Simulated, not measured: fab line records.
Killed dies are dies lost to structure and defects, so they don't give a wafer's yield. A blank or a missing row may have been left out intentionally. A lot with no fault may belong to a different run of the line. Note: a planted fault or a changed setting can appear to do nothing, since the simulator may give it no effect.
What tool caused it? | flow n5_finfet | 27 wafers from 9 lots sampled at 6 of the route's 1938 steps

## WHAT THE GAUGES READ, wafer by wafer
N5_BEOL_M1_CD_MEAS_28: target cd y 23.3 nm. Usual: 23.90 nm for cd_nm, sd 0.26.
lot  | measured     | on        | cd_nm (nm)        | flag
L110 | day 6 05:44  | cd_sem-01 | 23.98 23.77 23.83 |
L111 | day 6 09:30  | cd_sem-03 | 23.78 23.91 24.14 |
L114 | day 7 08:32  | cd_sem-01 | 23.70 23.72 23.79 |
L118 | day 8 05:17  | cd_sem-03 | 23.89 24.15 23.58 |
L121 | day 9 01:13  | cd_sem-01 | 23.83 23.66 24.14 |
L124 | day 9 22:02  | cd_sem-01 | 23.68 23.37 23.54 |
L128 | day 10 13:49 | cd_sem-03 | 24.02 23.94 24.18 |
L132 | day 11 15:34 | cd_sem-03 | 23.84 23.56 23.38 |
L133 | day 12 01:29 | cd_sem-02 | 23.91 23.82 23.87 |

N5_BEOL_M1_OCD_MEAS_38. Usual: 55.3 nm for trench_depth_nm, sd 0.95.
lot  | measured     | on     | trench_depth_nm (nm) | flag
L110 | day 6 08:01  | ocd-01 | 55.5 55.5 55.0       |
L111 | day 6 19:22  | ocd-01 | 56.1 55.4 56.4       |
L114 | day 7 10:49  | ocd-02 | 56.3 56.2 56.3       |
L118 | day 8 13:02  | ocd-02 | 55.7 55.3 56.1       |
L121 | day 9 13:49  | ocd-02 | 55.9 56.3 55.6       |
L124 | day 10 00:13 | ocd-02 | 56.1 56.3 65.8       | OFF
L128 | day 10 23:44 | ocd-01 | 55.0 55.0 53.2       |
L132 | day 12 05:14 | ocd-01 | 55.9 55.0 55.7       |
L133 | day 12 11:16 | ocd-02 | 53.5 55.1 54.4       |

N5_BEOL_M4_RC_MEAS_101. Usual: DIBL_N 36.5 mV/V, standard deviation 1.9; DIBL_P 36.7 mV/V, standard deviation 2.1; IOFF_N 0.17 nA/um, standard deviation 0.035; IOFF_P 0.22 nA/um, standard deviation 0.042; ION_N 676 uA/um, standard deviation 10; ION_P 462 uA/um, standard deviation 8.1; SS_N 71.5 mV/dec, standard deviation 0.72; SS_P 73.4 mV/dec, standard deviation 0.7; VT_N 249 mV, standard deviation 3.1; VT_P -250 mV, standard deviation 3.9.
lot  | measured     | on        | DIBL_N (mV/V)  | DIBL_P (mV/V)  | IOFF_N (nA/um) | IOFF_P (nA/um) | ION_N (uA/um) | ION_P (uA/um) | SS_N (mV/dec)  | SS_P (mV/dec)  | VT_N (mV)   | VT_P (mV)      | flag
L110 | day 7 19:36  | prober-01 | 34.5 34.9 33.1 | 32.9 34.7 31.6 | 0.12 0.14 0.10 | 0.18 0.21 0.16 | 675 687 660   | 460 476 457   | 70.9 71.1 70.9 | 72.8 73.2 72.6 | 253 248 257 | -251 -250 -252 |
L111 | day 8 12:59  | prober-02 | 38.3 38.4 36.6 | 40.1 40.2 36.9 | 0.21 0.22 0.18 | 0.31 0.31 0.25 | 678 695 681   | 466 481 471   | 72.6 71.9 72.8 | 74.4 74.1 73.3 | 250 245 249 | -246 -244 -246 |
L114 | day 9 01:49  | prober-02 | 38.4 35.4 36.1 | 38.6 36.4 35.7 | 0.18 0.14 0.14 | 0.23 0.21 0.20 | 680 681 662   | 461 466 459   | 72.2 71.0 72.2 | 74.0 73.9 73.5 | 251 251 252 | -250 -249 -251 |
L118 | day 10 08:01 | prober-01 | 33.4 35.6 37.1 | 35.3 37.7 40.5 | 0.13 0.16 0.20 | 0.17 0.20 0.24 | 680 678 681   | 463 461 459   | 70.1 71.2 71.7 | 73.0 73.7 73.8 | 252 251 249 | -253 -251 -250 |
L121 | day 11 11:32 | prober-01 | 36.3 36.8 36.6 | 37.6 37.1 36.7 | 0.17 0.16 0.16 | 0.22 0.21 0.20 | 675 675 678   | 460 460 462   | 71.7 70.9 71.9 | 72.8 73.0 73.3 | 248 251 249 | -250 -251 -254 |
L124 | day 11 17:02 | prober-02 | 37.9 36.5 36.5 | 37.9 35.3 36.1 | 0.18 0.16 0.15 | 0.20 0.17 0.18 | 678 671 669   | 456 451 456   | 70.9 71.8 71.2 | 73.9 73.2 73.0 | 248 251 251 | -254 -254 -254 |
L128 | day 13 00:33 | prober-01 | 32.7 39.9 33.9 | 31.2 39.2 34.2 | 0.11 0.23 0.12 | 0.13 0.24 0.17 | 666 682 661   | 450 460 460   | 69.8 72.1 70.7 | 72.5 74.5 72.8 | 256 249 256 | -258 -251 -254 |
L132 | day 14 12:44 | prober-02 | 36.1 35.7 38.8 | 34.6 35.6 38.9 | 0.13 0.14 0.19 | 0.18 0.19 0.25 | 657 662 676   | 454 455 463   | 71.0 71.3 71.8 | 72.7 73.0 73.1 | 252 252 246 | -253 -253 -247 |
L133 | day 15 12:26 | prober-01 | 35.8 37.7 35.5 | 36.4 38.7 36.3 | 0.18 0.19 0.16 | 0.24 0.26 0.23 | 683 674 682   | 470 460 472   | 71.4 72.8 71.3 | 73.4 73.5 73.2 | 247 246 249 | -247 -248 -247 |

## TOOL THAT RAN EACH LOT (tool first, then ch and the chambers of the sampled wafers, then the start)
lot  | N5_BEOL_M1_STRIP_19                | N5_BEOL_M1_TRENCH_ETCH_37          | N5_BEOL_M1_DEGAS_44
L110 | rie_diel-03 ch 0,1,2, day 6 05:13  | rie_diel-03 ch 1,2,3, day 6 07:52  | pvd_sputter-01, day 6 08:43
L111 | rie_diel-03 ch 2,3, day 6 08:59    | rie_diel-03 ch 0,2,3, day 6 19:12  | pvd_sputter-02, day 6 20:01
L114 | rie_diel-05 ch 0,2, day 7 08:01    | rie_diel-05 ch 2,3, day 7 10:39    | pvd_sputter-01, day 7 11:00
L118 | rie_diel-05 ch 0,1,2, day 8 04:42  | rie_diel-05 ch 1,3, day 8 12:52    | pvd_sputter-02, day 8 13:18
L121 | rie_diel-03 ch 0,1, day 9 00:39    | rie_diel-05 ch 1,2, day 9 13:40    | pvd_sputter-03, day 9 14:13
L124 | rie_diel-04 ch 0,2, day 9 21:29    | rie_diel-05 ch 0,1,2, day 10 00:03 | pvd_sputter-02, day 10 00:42
L128 | rie_diel-05 ch 0,1, day 10 12:15   | rie_diel-04 ch 0,1,2, day 10 23:35 | pvd_sputter-01, day 11 00:05
L132 | rie_diel-04 ch 0,2,3, day 11 15:10 | rie_diel-03 ch 1,3, day 12 05:05   | pvd_sputter-03, day 12 06:05
L133 | rie_diel-04 ch 1,2, day 12 01:05   | rie_diel-03 ch 0,1,3, day 12 11:06 | pvd_sputter-03, day 12 11:45
- N5_BEOL_M1_STRIP_19: strips in O2.
- N5_BEOL_M1_TRENCH_ETCH_37: etches SiOC in C4F6/O2, target depth 55.207 nm, time 29 s.
- N5_BEOL_M1_DEGAS_44: time 60 s.

## WHAT THE TOOLS THEMSELVES READ (means of the sampled wafers that have a number; where no wafer has one, the mark that the record gives instead)
N5_BEOL_M1_STRIP_19. Usual: drypump_motor_current_A 5.5 A, standard deviation 0.5; oes_product_au 0.79 a.u., standard deviation 0.087; rf_vpp_V 3.7 V, standard deviation 0.51; showerhead_plenum_p_Torr 2.12 Torr, standard deviation 0.081; throttle_valve_pct 16.77 %, standard deviation 0.19.
lot  | tool        | drypump_motor_current_A (A) | oes_product_au (a.u.) | rf_vpp_V (V) | showerhead_plenum_p_Torr (Torr) | throttle_valve_pct (%) | flag
L110 | rie_diel-03 | 5.7                         | 0.75                  | 3.6          | 2.10                            | 16.88                  |
L111 | rie_diel-03 | 6.3                         | 0.70                  | 3.2          | 2.10                            | 17.08                  |
L114 | rie_diel-05 | 5.3                         | 0.94                  | 3.6          | 2.24                            | 16.69                  |
L118 | rie_diel-05 | 5.5                         | 0.88                  | 3.5          | 2.24                            | 16.74                  |
L121 | rie_diel-03 | 5.3                         | 0.74                  | 3.9          | 2.05                            | 17.00                  |
L124 | rie_diel-04 | 5.2                         | 0.73                  | 4.0          | 2.06                            | 16.58                  |
L128 | rie_diel-05 | 5.7                         | 0.83                  | 3.2          | 2.23                            | 16.75                  |
L132 | rie_diel-04 | 5.1                         | 0.72                  | 3.4          | 2.08                            | 16.68                  |
L133 | rie_diel-04 | 5.0                         | 0.72                  | 3.6          | 2.09                            | 16.89                  |

N5_BEOL_M1_TRENCH_ETCH_37. Usual: drypump_motor_current_A 5.6 A, standard deviation 0.53; oes_ar_750_au 0.79 a.u., standard deviation 0.084; oes_f_703_au 0.79 a.u., standard deviation 0.085; oes_o_777_au 0.80 a.u., standard deviation 0.087; oes_product_au 0.80 a.u., standard deviation 0.09; rf_fwd_power_W 349.2 W, standard deviation 2; rf_vpp_V 668 V, standard deviation 10; showerhead_plenum_p_Torr 2.87 Torr, standard deviation 0.1; throttle_valve_pct 20.93 %, standard deviation 0.27.
lot  | tool        | drypump_motor_current_A (A) | oes_ar_750_au (a.u.) | oes_f_703_au (a.u.) | oes_o_777_au (a.u.) | oes_product_au (a.u.) | rf_fwd_power_W (W) | rf_vpp_V (V) | showerhead_plenum_p_Torr (Torr) | throttle_valve_pct (%) | flag
L110 | rie_diel-03 | 6.2                         | 0.71                 | 0.72                | 0.72                | 0.72                  | 348.8              | 667          | 2.87                            | 21.12                  |
L111 | rie_diel-03 | 5.8                         | 0.72                 | 0.72                | 0.73                | 0.73                  | 347.7              | 669          | 2.83                            | 21.16                  |
L114 | rie_diel-05 | 5.4                         | 0.93                 | 0.93                | 0.93                | 0.95                  | 349.3              | 674          | 2.94                            | 20.76                  |
L118 | rie_diel-05 | 5.9                         | 0.86                 | 0.85                | 0.86                | 0.87                  | 347.3              | 670          | 2.86                            | 20.71                  |
L121 | rie_diel-05 | 5.2                         | 0.89                 | 0.89                | 0.90                | 0.89                  | 350.1              | 676          | 3.01                            | 20.96                  |
L124 | rie_diel-05 | 5.5                         | 0.94                 | 1.06                | 1.05                | 0.90                  | 419.7              | 624          | 3.00                            | 20.91                  | OFF
L128 | rie_diel-04 | 5.1                         | 0.72                 | 0.72                | 0.72                | 0.72                  | 348.8              | 668          | 2.83                            | 20.94                  |
L132 | rie_diel-03 | 6.2                         | 0.84                 | 0.83                | 0.84                | 0.84                  | 348.0              | 656          | 2.82                            | 21.16                  |
L133 | rie_diel-03 | 5.7                         | 0.77                 | 0.77                | 0.78                | 0.77                  | 349.1              | 661          | 2.78                            | 21.15                  |

N5_BEOL_M1_DEGAS_44. Usual: 329 W for heater_power_w, sd 33.
lot  | tool           | heater_power_w (W) | flag
L110 | pvd_sputter-01 | 341                |
L111 | pvd_sputter-02 | 320                |
L114 | pvd_sputter-01 | 342                |
L118 | pvd_sputter-02 | 304                |
L121 | pvd_sputter-03 | 314                |
L124 | pvd_sputter-02 | 333                |
L128 | pvd_sputter-01 | 344                |
L132 | pvd_sputter-03 | 317                |
L133 | pvd_sputter-03 | 301                |

## THE ANSWER, worked out from the rows above alone
Rule: take the mean of a lot's wafers that have a number; if it is more than 3 standard deviations from the usual mean, the lot is off. A lot without any number at a reading at which 4 lots or more have one is off too. Where the step has rows for the other lots, those lots are counted as sound. First the gauges in route order, then the tools' own readings, where a lot's mean is used as printed above. The first step at which some lot is off is used, and at that step the reading that is off furthest; a lot without a number counts as furthest.
Off at N5_BEOL_M1_OCD_MEAS_38 (trench_depth_nm): L124.
If a tool, at a process step before that reading, ran all the lots that are off and no sound lot after the first of them, it fits. The gauges at N5_BEOL_M1_OCD_MEAS_38 aren't tried: what is off there is off at N5_BEOL_M1_TRENCH_ETCH_37 too, on other tools, and a gauge's error can't cause that. One fits: N5_BEOL_M1_TRENCH_ETCH_37 on rie_diel-05. Its last sound lot is L121 (day 9 13:40), its first lot that is off L124 (day 10 00:03): a fault that began between those two fits.
The tool's own readings at N5_BEOL_M1_TRENCH_ETCH_37 bear it out: on the lots that are off they differ by more than 5 times the standard deviation of the sound lots' means. rf_fwd_power_W reads 419.7 W there against 348.6 W on the sound lots; rf_vpp_V reads 624 V there against 668 V on the sound lots.

## WHAT THE SIMULATOR HAD INSERTED
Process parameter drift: rie_diel-05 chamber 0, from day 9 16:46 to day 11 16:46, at N5_BEOL_M1_TRENCH_ETCH_37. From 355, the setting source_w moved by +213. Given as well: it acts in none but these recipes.
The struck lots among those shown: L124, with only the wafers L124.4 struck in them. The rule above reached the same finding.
